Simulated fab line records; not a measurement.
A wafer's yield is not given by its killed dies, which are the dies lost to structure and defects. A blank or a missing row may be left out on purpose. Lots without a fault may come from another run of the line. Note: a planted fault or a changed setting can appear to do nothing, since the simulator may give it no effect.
Problem report in the 8D (eight disciplines) form, filled by code | flow n5_finfet | the parts of the form that need people (team, actions taken, sign-off) are left out

1. THE ISSUE
At N5_BEOL_M9_CD_MEAS_28, cd_nm averages 58.76 nm over 6 wafers from 2 lots, while fault-free wafers read 69.86 nm, standard deviation 0.27. That puts it -41 standard deviations away from the usual mean.
The step: target cd 70 nm.
Seen first at day 13 00:09 on cd_sem-02, wafer L242.1. The record has a number at this step for 26 wafers belonging to 10 lots. Rule for "out" (also "out of limits"): further than 4 standard deviations from the usual mean. The rest of the wafers with a number are treated as sound.

2. WHAT IT IS; WHAT IT IS NOT
question                    | is                     | is not
which readings at this step | cd_nm                  | -
which lots                  | L242, L244             | L232, L233, L236, L237, L239, L247, L253, L254
which wafers of those lots  | all that have a number | -
read on which gauges        | cd_sem-01, cd_sem-02   | cd_sem-03
when                        | from day 13 00:09      | up to then (11 sound wafers); but 9 sound wafers of L247, L253, L254 came after

3. WHAT RULES OUT EACH SUSPECT
Counting: a tool at any process step up to the reading remains a suspect when it ran all the lots that are out and ran no sound lot after the first of those.
- ruled out: the gauge at N5_BEOL_M9_CD_MEAS_28. Those wafers that are out were read across 2 gauges (cd_sem-01, cd_sem-02).
- euv_scanner-02 at N5_BEOL_M9_EXPOSE_25 (exposes mask V8): kept. It ran every lot that is out, first L242 (day 13 00:01), and no sound lot after that; its last sound lot up to then is L239 (day 12 01:08). On those wafers its own readings are out: exposure_dose_mJ_cm2.
After counting, what remains is euv_scanner-02 at N5_BEOL_M9_EXPOSE_25.

4. THE CAUSE (what the simulator had put in)
Process parameter drift: euv_scanner-02, from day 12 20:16 on, at N5_BEOL_M9_EXPOSE_25. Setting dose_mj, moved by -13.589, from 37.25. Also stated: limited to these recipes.
After counting, this tool was the only one left.

5. THE EFFECT CHAIN, in route order
Rows list readings where the struck wafers' mean (over those with a number) sits beyond 3 standard deviations from the usual. Readings are gone through only where the record gives a usual standard deviation; hours: the median, over the lots, of the time from a lot's start at the first step in this table giving one to that lot's start at this step; sigmas: the change measured in usual standard deviations.
hours | step                    | reading              | usual    | on struck wafers | change | sigmas
0     | N5_BEOL_M9_EXPOSE_25    | exposure_dose_mJ_cm2 | 37.15    | 24.92            | -12.23 | -99 or more
0     | N5_BEOL_M9_CD_MEAS_28   | cd_nm                | 69.86 nm | 58.76            | -11.10 | -41
64    | N5_PASSIVATION_PROBE_49 | defect_limited_yield | 91.3 %   | 59.6             | -31.6  | -23
64    | N5_PASSIVATION_PROBE_49 | killed_at_M4_up      | 15       | 382              | +367   | +65
64    | N5_PASSIVATION_PROBE_49 | killed_dies          | 103      | 476              | +373   | +22
64    | N5_PASSIVATION_PROBE_49 | killed_on_rim        | 13       | 116              | +103   | +26
64    | N5_PASSIVATION_PROBE_49 | sort_bin_5_function  | 5.1 %    | 36.8             | +31.7  | +33
64    | N5_PASSIVATION_PROBE_49 | sort_n_pass          | 1077     | 704              | -373   | -22
64    | N5_PASSIVATION_PROBE_49 | sort_yield_pct       | 91.3 %   | 59.6             | -31.6  | -21
Its process steps:
- N5_BEOL_M9_EXPOSE_25: exposes mask V8.
- N5_PASSIVATION_PROBE_49

6. WHAT WOULD HAVE CAUGHT IT SOONER
4 hours passed between the start of the fault at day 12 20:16 and the first reading out of limits at a measuring or inspecting step in this record, taken at day 13 00:09.
Tool's own readings at N5_BEOL_M9_EXPOSE_25, exposure_dose_mJ_cm2: out on all struck wafers the step has rows for; an alarm limit on them would have tripped on the first.
Of the lots that are out (2), L244 began N5_BEOL_M9_EXPOSE_25 on euv_scanner-02 after day 13 00:09. Holding the tool at that time would have saved it.
